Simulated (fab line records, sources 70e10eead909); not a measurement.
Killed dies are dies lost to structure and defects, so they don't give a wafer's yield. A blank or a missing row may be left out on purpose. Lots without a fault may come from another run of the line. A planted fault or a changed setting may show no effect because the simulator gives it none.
Chamber matching | flow nand_harc | NHARC_P_M1_PRE_CLEAN_32 on pecvd-01: 3 sister chambers
The step time 12 s. 6 wafers are shown with their chamber, then 7 later ones without.

WAFERS WITH THEIR CHAMBER
wafer  | chamber | heater_power_w (W)
L958.5 | 1       | 633
L962.1 | 2       | 672
L962.4 | 1       | 672
L962.6 | 0       | 687
L971.1 | 2       | 654
L971.5 | 0       | 692

WAFERS WITHOUT THEIR CHAMBER
wafer  | heater_power_w (W)
L971.6 | 655
L972.1 | 606
L972.4 | 700
L972.6 | 730
L974.2 | 688
L974.4 | 723
L974.6 | 729

WHICH CHAMBER EACH WENT THROUGH
wafer  | from the rows above          | in truth
L971.6 | can't be placed: 1 or 2 or 0 | 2
L972.1 | can't be placed: 1 or 2      | 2
L972.4 | can't be placed: 0 or 2      | 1
L972.6 | can't be placed: 0 or 2      | 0
L974.2 | can't be placed: 0 or 2 or 1 | 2
L974.4 | can't be placed: 0 or 2      | 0
L974.6 | can't be placed: 0 or 2      | 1
Placed correctly: 0 of 7. Can't be placed from these rows: 7 (the true chamber is among the candidates in 5). Placed wrongly: 0.
How it was worked out, from the rows above alone: a wafer's distance from a chamber is the root of the sum, over the readings, of the square of ((its reading less the chamber's mean) divided by the reading's scatter). The wafer belongs to the nearest chamber; if the next one is less than 2 further off, it can't be placed. A chamber's mean is the mean of its shown wafers. The scatter: the root of (the sum of the squares of (reading less its chamber's mean) over the shown wafers, divided by (wafers less chambers)).
